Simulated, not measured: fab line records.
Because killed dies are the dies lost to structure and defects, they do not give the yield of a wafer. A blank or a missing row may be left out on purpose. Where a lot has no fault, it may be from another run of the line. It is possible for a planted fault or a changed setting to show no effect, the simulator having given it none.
Which tool did it? ; flow n5Finfet ; Sampling: 20 lots, 60 wafers, 6 of 1938 route steps

## WHAT THE GAUGES SHOWED, per wafer
N5_MOL_CONTACT_COAG_THK_MEAS_53. Usual: VIA_MOL_THK 44.1 nm, standard deviation 0.65.
lot;measured;on;VIA_MOL_THK (nm);flag
L074;day 5 07:28;filmMetro-02;43.4 44.6 44.5;
L075;day 5 08:07;filmMetro-01;44.5 43.8 43.8;
L077;day 6 04:41;filmMetro-01;43.6 43.4 44.4;
L078;day 6 16:02;filmMetro-02;44.2 43.9 44.4;
L079;day 6 19:40;filmMetro-01;43.7 44.4 44.1;
L080;day 6 20:03;filmMetro-01;44.0 43.7 44.3;
L081;day 7 01:43;filmMetro-01;44.0 45.4 44.8;
L082;day 7 05:45;filmMetro-02;43.0 43.5 44.2;
L084;day 7 21:23;filmMetro-01;43.9 43.7 44.5;
L085;day 8 07:51;filmMetro-01;42.7 43.4 43.2;
L086;day 8 10:44;filmMetro-02;44.4 44.2 44.9;
L087;day 8 15:02;filmMetro-01;42.4 43.5 44.6;
L088;day 9 00:20;filmMetro-01;44.7 43.9 45.0;
L089;day 9 03:13;filmMetro-02;43.7 45.5 44.2;
L092;day 9 23:17;filmMetro-01;44.0 43.9 44.0;
L093;day 10 03:43;filmMetro-02;44.2 44.5 44.5;
L094;day 10 10:41;filmMetro-02;43.7 43.8 43.5;
L095;day 10 13:15;filmMetro-01;44.9 45.3 45.2;
L096;day 10 16:59;filmMetro-01;44.0 44.9 44.3;
L097;day 10 20:55;filmMetro-01;44.2 44.1 44.7;

## WHAT TOOL EACH LOT RAN ON (gives the tool, then ch and the chambers of the sampled wafers, and finally the start)
lot;N5_MOL_CONTACT_COAG_ANNEAL_113;N5_MOL_CONTACT_COAG_ETCH_90;N5_MOL_CONTACT_COAG_ALD_131;N5_MOL_CONTACT_COAG_VIA_ETCH_46;N5_MOL_CONTACT_COAG_ETCH_66
L074;rtpAnneal-02 ch 0, day 4 19:34;rieDiel-05 ch 2,3, day 5 04:04;aldSin-02 ch 0,3, day 5 04:26;rieDiel-02 ch 0,3, day 5 04:49;rieDiel-02 ch 1,2, day 5 05:46
L075;rtpAnneal-01 ch 0, day 4 23:36;rieDiel-06 ch 0,2,3, day 5 04:59;aldSin-04 ch 0,1,3, day 5 05:04;rieDiel-06 ch 1,2, day 5 05:24;rieDiel-06 ch 0,1, day 5 06:22
L077;rtpAnneal-02 ch 0, day 5 18:56;rieDiel-02 ch 1,2, day 6 01:34;aldSin-04 ch 0,1,2, day 6 01:38;rieDiel-02 ch 1,2, day 6 01:59;rieDiel-06 ch 0,3, day 6 03:10
L078;rtpAnneal-02 ch 0, day 6 07:20;rieDiel-02 ch 1,2,3, day 6 12:33;aldSin-03 ch 0,2,3, day 6 12:38;rieDiel-06 ch 0,1,2, day 6 12:58;rieDiel-05 ch 0,1,2, day 6 13:47
L079;rtpAnneal-02 ch 0, day 6 08:14;rieDiel-06 ch 1,2, day 6 16:40;aldSin-03 ch 2,3, day 6 16:44;rieDiel-06 ch 0,2, day 6 17:05;rieDiel-02 ch 0,1,3, day 6 18:09
L080;rtpAnneal-01 ch 0, day 6 09:07;rieDiel-05 ch 0,2,3, day 6 17:01;aldSin-03 ch 0,1,2, day 6 17:05;rieDiel-06 ch 1,2,3, day 6 17:26;rieDiel-02 ch 0,1,3, day 6 18:16
L081;rtpAnneal-01 ch 0, day 6 16:46;rieDiel-06 ch 2,3, day 6 22:34;aldSin-03 ch 0,1,2, day 6 22:39;rieDiel-06 ch 0,3, day 6 22:59;rieDiel-06 ch 1,2,3, day 6 23:53
L082;rtpAnneal-02 ch 0, day 6 19:52;rieDiel-05 ch 1,2,3, day 7 02:16;aldSin-04 ch 1,2,3, day 7 02:21;rieDiel-02 ch 1,2,3, day 7 02:41;rieDiel-06 ch 0,1,3, day 7 04:06
L084;rtpAnneal-02 ch 0, day 7 11:18;rieDiel-05 ch 1,3, day 7 16:32;aldSin-03 ch 1,2, day 7 16:37;rieDiel-05 ch 0,1,2, day 7 17:48;rieDiel-06 ch 0,2,3, day 7 19:23
L085;rtpAnneal-02 ch 0, day 7 22:00;rieDiel-05 ch 0,2,3, day 8 04:27;aldSin-02 ch 0,1,3, day 8 04:32;rieDiel-06 ch 0,3, day 8 05:06;rieDiel-06 ch 0,2, day 8 05:56
L086;rtpAnneal-01 ch 0, day 8 01:22;rieDiel-05 ch 1,3, day 8 07:02;aldSin-04 ch 2,3, day 8 07:07;rieDiel-06 ch 1,2, day 8 07:52;rieDiel-06 ch 1,3, day 8 08:49
L087;rtpAnneal-02 ch 0, day 8 04:13;rieDiel-05 ch 0,2,3, day 8 11:53;aldSin-04 ch 0,2, day 8 11:58;rieDiel-06 ch 1,2, day 8 12:21;rieDiel-05 ch 0,2, day 8 13:18
L088;rtpAnneal-01 ch 0, day 8 12:16;rieDiel-05 ch 0,1,3, day 8 20:53;aldSin-04 ch 2,3, day 8 21:32;rieDiel-02 ch 0,2,3, day 8 21:52;rieDiel-02 ch 0,2, day 8 22:42
L089;rtpAnneal-01 ch 0, day 8 14:25;rieDiel-02 ch 0,2,3, day 9 00:16;aldSin-04 ch 0,1,3, day 9 00:20;rieDiel-06 ch 0,2,3, day 9 00:44;rieDiel-02 ch 0,3, day 9 01:34
L092;rtpAnneal-01 ch 0, day 9 13:34;rieDiel-02 ch 1,2,3, day 9 20:18;aldSin-04 ch 0,1,2, day 9 20:31;rieDiel-05 ch 1,2,3, day 9 20:55;rieDiel-02 ch 0,1,2, day 9 21:45
L093;rtpAnneal-01 ch 0, day 9 18:25;rieDiel-05 ch 0,3, day 10 00:58;aldSin-04 ch 0,1,3, day 10 01:02;rieDiel-05 ch 1,3, day 10 01:23;rieDiel-02 ch 1,2,3, day 10 02:13
L094;rtpAnneal-02 ch 0, day 9 23:06;rieDiel-02 ch 0,2,3, day 10 07:24;aldSin-03 ch 1,2,3, day 10 07:29;rieDiel-02 ch 1,2,3, day 10 07:50;rieDiel-06 ch 0,1,2, day 10 09:01
L095;rtpAnneal-01 ch 0, day 10 03:46;rieDiel-06 ch 1,2, day 10 10:08;aldSin-03 ch 0,3, day 10 10:13;rieDiel-05 ch 0,1,3, day 10 10:43;rieDiel-02 ch 1,3, day 10 11:44
L096;rtpAnneal-01 ch 0, day 10 09:07;rieDiel-06 ch 0,2,3, day 10 14:05;aldSin-04 ch 0,1,3, day 10 14:10;rieDiel-06 ch 1,2, day 10 14:30;rieDiel-05 ch 0,2,3, day 10 15:28
L097;rtpAnneal-02 ch 0, day 10 11:14;rieDiel-02 ch 0,1,3, day 10 17:48;aldSin-03 ch 0,2, day 10 17:53;rieDiel-05 ch 0,1,3, day 10 18:13;rieDiel-02 ch 0,3, day 10 19:11
- N5_MOL_CONTACT_COAG_ANNEAL_113: time 300 s.
- N5_MOL_CONTACT_COAG_ETCH_90: etches SiARC in CF4, target depth 13 nm, time 21.7 s.
- N5_MOL_CONTACT_COAG_ALD_131: deposits SiO2, target thk 5 nm, pulse time 1 s, co reactant pulse time 1 s.
- N5_MOL_CONTACT_COAG_VIA_ETCH_46: etches SiO2 in C4F6/O2, target depth 46 nm, overetch 9.2 nm, time 40 s.
- N5_MOL_CONTACT_COAG_ETCH_66: etches SiARC in CF4, target depth 13 nm, time 21.7 s.

## WHAT THE TOOLS THEMSELVES READ (means of the sampled wafers that have a number; where no wafer has one, the mark that the record gives instead)
N5_MOL_CONTACT_COAG_ANNEAL_113. Usual: annealTempCMax 401.7, standard deviation 0.35; lampPowerPct 2.9 %, standard deviation 0.45; wafer_temp_C_max 401.8, standard deviation 0.76.
lot;tool;annealTempCMax;lampPowerPct (%);wafer_temp_C_max;flag
L074;rtpAnneal-02;401.5;3.4;401.4;
L075;rtpAnneal-01;401.5;2.5;402.5;
L077;rtpAnneal-02;401.3;3.4;401.6;
L078;rtpAnneal-02;401.6;3.4;401.0;
L079;rtpAnneal-02;401.4;3.4;401.4;
L080;rtpAnneal-01;402.0;2.5;403.0;
L081;rtpAnneal-01;401.5;2.5;402.5;
L082;rtpAnneal-02;401.5;3.4;401.1;
L084;rtpAnneal-02;401.5;3.4;401.2;
L085;rtpAnneal-02;401.5;3.4;401.0;
L086;rtpAnneal-01;401.7;2.5;402.7;
L087;rtpAnneal-02;401.4;3.4;401.1;
L088;rtpAnneal-01;402.2;2.5;402.5;
L089;rtpAnneal-01;401.6;2.5;402.2;
L092;rtpAnneal-01;401.4;2.5;402.1;
L093;rtpAnneal-01;401.7;2.5;402.9;
L094;rtpAnneal-02;402.0;3.4;401.0;
L095;rtpAnneal-01;401.8;2.5;402.4;
L096;rtpAnneal-01;402.1;2.5;402.6;
L097;rtpAnneal-02;401.5;3.4;401.3;

N5_MOL_CONTACT_COAG_ETCH_90. Usual: biasW 36.00 W, standard deviation 0.11; drypumpMotorCurrentA 5.7 A, standard deviation 0.47; etchRfOnTimeS 21.5 s, standard deviation 0.35; oesProductAu 0.66 a.u., standard deviation 0.049; rfFwdPowerW 531.7 W, standard deviation 1.6; rfVppV 184.3 V, standard deviation 0.95; showerheadPlenumPTorr 2.18 Torr, standard deviation 0.041; throttleValvePct 15.68 %, standard deviation 0.22.
lot;tool;biasW (W);drypumpMotorCurrentA (A);etchRfOnTimeS (s);oesProductAu (a.u.);rfFwdPowerW (W);rfVppV (V);showerheadPlenumPTorr (Torr);throttleValvePct (%);flag
L074;rieDiel-05;35.86;5.2;21.4;0.71;531.9;184.8;2.24;15.33;
L075;rieDiel-06;36.03;5.9;21.4;0.69;531.9;183.9;2.16;15.67;
L077;rieDiel-02;35.92;5.9;21.9;0.61;531.0;183.5;2.13;15.64;
L078;rieDiel-02;35.96;5.8;21.8;0.63;530.4;184.4;2.14;15.79;
L079;rieDiel-06;35.95;5.6;21.9;0.66;531.1;184.3;2.18;15.59;
L080;rieDiel-05;35.99;5.3;21.6;0.68;532.8;184.1;2.21;15.51;
L081;rieDiel-06;35.93;5.6;21.6;0.69;530.9;184.6;2.16;15.56;
L082;rieDiel-05;36.14;5.5;21.6;0.69;531.6;184.2;2.21;15.44;
L084;rieDiel-05;36.00;5.7;21.7;0.72;533.0;185.0;2.22;15.46;
L085;rieDiel-05;36.15;5.3;21.6;0.67;531.2;185.9;2.20;15.55;
L086;rieDiel-05;35.97;5.7;21.4;0.71;530.5;184.9;2.22;15.48;
L087;rieDiel-05;36.08;5.3;21.5;0.67;531.3;184.7;2.20;15.55;
L088;rieDiel-05;36.02;5.7;21.3;0.69;531.7;183.6;2.19;15.65;
L089;rieDiel-02;35.99;5.9;21.5;0.67;530.8;184.5;2.18;15.85;
L092;rieDiel-02;35.98;5.8;21.5;0.62;530.4;184.0;2.13;15.84;
L093;rieDiel-05;36.02;5.5;21.5;0.68;532.7;185.2;2.21;15.56;
L094;rieDiel-02;35.98;5.8;21.5;0.66;531.1;184.3;2.18;15.86;
L095;rieDiel-06;35.83;5.6;21.7;0.63;532.0;184.6;2.17;15.65;
L096;rieDiel-06;36.15;5.9;21.7;0.64;531.6;183.7;2.14;15.78;
L097;rieDiel-02;36.04;6.2;21.4;0.65;532.3;184.7;2.16;15.69;

N5_MOL_CONTACT_COAG_ALD_131. Usual: heaterPowerW 76 W, standard deviation 8.5; precursorPulseHeightRel 1.001, standard deviation 0.021.
lot;tool;heaterPowerW (W);precursorPulseHeightRel;flag
L074;aldSin-02;73;1.013;
L075;aldSin-04;73;0.990;
L077;aldSin-04;81;0.999;
L078;aldSin-03;73;1.012;
L079;aldSin-03;70;0.988;
L080;aldSin-03;70;0.999;
L081;aldSin-03;69;0.998;
L082;aldSin-04;81;1.005;
L084;aldSin-03;66;1.026;
L085;aldSin-02;72;0.984;
L086;aldSin-04;87;0.975;
L087;aldSin-04;80;1.003;
L088;aldSin-04;78;0.999;
L089;aldSin-04;73;1.023;
L092;aldSin-04;82;1.008;
L093;aldSin-04;74;0.990;
L094;aldSin-03;70;0.995;
L095;aldSin-03;80;0.995;
L096;aldSin-04;74;1.027;
L097;aldSin-03;68;1.006;

N5_MOL_CONTACT_COAG_VIA_ETCH_46. Usual: C4F6_flow_sccm 10.00 sccm, standard deviation 0.031; biasW 454.9 W, standard deviation 1.3; drypumpMotorCurrentA 5.8 A, standard deviation 0.46; oesProductAu 0.69 a.u., standard deviation 0.048; rfFwdPowerW 322.5 W, standard deviation 1.1; rfVppV 1574 V, standard deviation 31; showerheadPlenumPTorr 2.88 Torr, standard deviation 0.047; throttleValvePct 41.2 %, standard deviation 0.54.
lot;tool;C4F6_flow_sccm (sccm);biasW (W);drypumpMotorCurrentA (A);oesProductAu (a.u.);rfFwdPowerW (W);rfVppV (V);showerheadPlenumPTorr (Torr);throttleValvePct (%);flag
L074;rieDiel-02;10.01;454.5;6.3;0.76;322.7;1555;2.95;40.6;
L075;rieDiel-06;9.97;453.8;5.6;0.70;323.0;1553;2.89;40.8;
L077;rieDiel-02;10.02;454.5;5.5;0.65;323.1;1560;2.84;41.5;
L078;rieDiel-06;9.99;455.2;5.9;0.67;323.1;1553;2.87;41.2;
L079;rieDiel-06;9.96;454.8;5.8;0.69;323.0;1542;2.85;41.2;
L080;rieDiel-06;10.01;455.2;5.6;0.70;322.2;1573;2.90;41.1;
L081;rieDiel-06;10.00;456.9;5.9;0.72;322.2;1584;2.87;41.7;
L082;rieDiel-02;10.00;454.4;5.7;0.65;322.0;1546;2.84;41.2;
L084;rieDiel-05;10.00;453.9;5.5;0.70;322.3;1615;2.90;41.0;
L085;rieDiel-06;9.99;454.3;5.9;0.69;322.0;1585;2.87;41.7;
L086;rieDiel-06;10.00;456.0;5.6;0.68;322.2;1553;2.88;40.9;
L087;rieDiel-06;9.96;455.2;5.6;0.67;322.4;1553;2.88;40.9;
L088;rieDiel-02;10.01;456.3;5.9;0.71;321.8;1549;2.89;41.1;
L089;rieDiel-06;10.00;455.4;5.9;0.69;323.6;1563;2.85;41.5;
L092;rieDiel-05;10.00;453.8;5.5;0.70;323.5;1600;2.92;40.8;
L093;rieDiel-05;9.99;452.3;6.0;0.73;322.4;1600;2.91;41.4;
L094;rieDiel-02;10.03;454.6;5.8;0.64;321.6;1545;2.83;41.2;
L095;rieDiel-05;10.00;456.4;5.7;0.71;323.1;1597;2.90;41.2;
L096;rieDiel-06;10.01;454.4;5.6;0.64;321.9;1562;2.88;40.8;
L097;rieDiel-05;9.99;454.1;5.8;0.71;322.5;1597;2.90;41.2;

N5_MOL_CONTACT_COAG_ETCH_66. Usual: biasW 36.02 W, standard deviation 0.11; drypumpMotorCurrentA 5.8 A, standard deviation 0.5; etchRfOnTimeS 21.6 s, standard deviation 0.35; oesProductAu 0.66 a.u., standard deviation 0.05; rfFwdPowerW 531.4 W, standard deviation 1.6; rfVppV 184.5 V, standard deviation 0.96; showerheadPlenumPTorr 2.17 Torr, standard deviation 0.043; throttleValvePct 15.70 %, standard deviation 0.22.
lot;tool;biasW (W);drypumpMotorCurrentA (A);etchRfOnTimeS (s);oesProductAu (a.u.);rfFwdPowerW (W);rfVppV (V);showerheadPlenumPTorr (Torr);throttleValvePct (%);flag
L074;rieDiel-02;35.94;5.5;21.9;0.62;532.3;183.9;2.14;15.83;
L075;rieDiel-06;35.97;6.2;21.7;0.62;531.2;185.3;2.16;15.83;
L077;rieDiel-06;36.04;5.9;21.6;0.69;530.7;184.0;2.16;15.74;
L078;rieDiel-05;36.06;5.5;21.6;0.68;531.0;185.0;2.19;15.61;
L079;rieDiel-02;36.05;6.2;21.5;0.67;531.4;183.7;2.17;15.64;
L080;rieDiel-02;35.97;6.2;21.4;0.68;530.8;184.5;2.17;15.64;
L081;rieDiel-06;36.04;5.6;21.4;0.67;531.2;184.8;2.18;15.64;
L082;rieDiel-06;35.94;5.9;21.3;0.65;530.4;185.0;2.17;15.78;
L084;rieDiel-06;36.04;5.9;21.5;0.67;531.3;184.9;2.15;15.71;
L085;rieDiel-06;36.00;6.1;21.7;0.62;531.7;184.2;2.14;15.80;
L086;rieDiel-06;36.12;5.7;21.3;0.67;530.3;184.9;2.18;15.73;
L087;rieDiel-05;36.04;5.3;21.0;0.65;530.8;184.1;2.18;15.72;
L088;rieDiel-02;36.04;5.6;21.6;0.66;533.4;183.3;2.18;15.89;
L089;rieDiel-02;35.94;6.1;21.2;0.68;532.4;184.3;2.18;15.79;
L092;rieDiel-02;36.13;6.0;21.8;0.64;529.7;184.8;2.16;15.71;
L093;rieDiel-02;36.06;5.8;21.5;0.62;531.6;184.7;2.13;15.86;
L094;rieDiel-06;35.99;5.9;21.6;0.61;529.3;184.4;2.16;15.80;
L095;rieDiel-02;35.99;6.1;21.8;0.61;531.7;183.7;2.12;15.66;
L096;rieDiel-05;36.06;5.3;21.5;0.65;532.7;184.1;2.20;15.58;
L097;rieDiel-02;36.18;6.3;21.6;0.68;530.8;184.8;2.21;15.71;

## THE ANSWER, worked out from the rows above alone
Rule: a lot is off if the mean of its wafers that have a number lies more than 3 standard deviations from the usual mean. Also off: a lot with no number at a reading for which 4 or more lots have one. All remaining lots with rows at the step are treated as sound. Order of review: gauges by route order, followed by the tools' own readings, for which a lot's mean as printed above is used. The first step at which some lot is off is used, and at that step the reading that is off furthest; a lot without a number counts as furthest.
None of the lots is off at any reading shown; this tells nothing.

## WHAT THE SIMULATOR PUT IN
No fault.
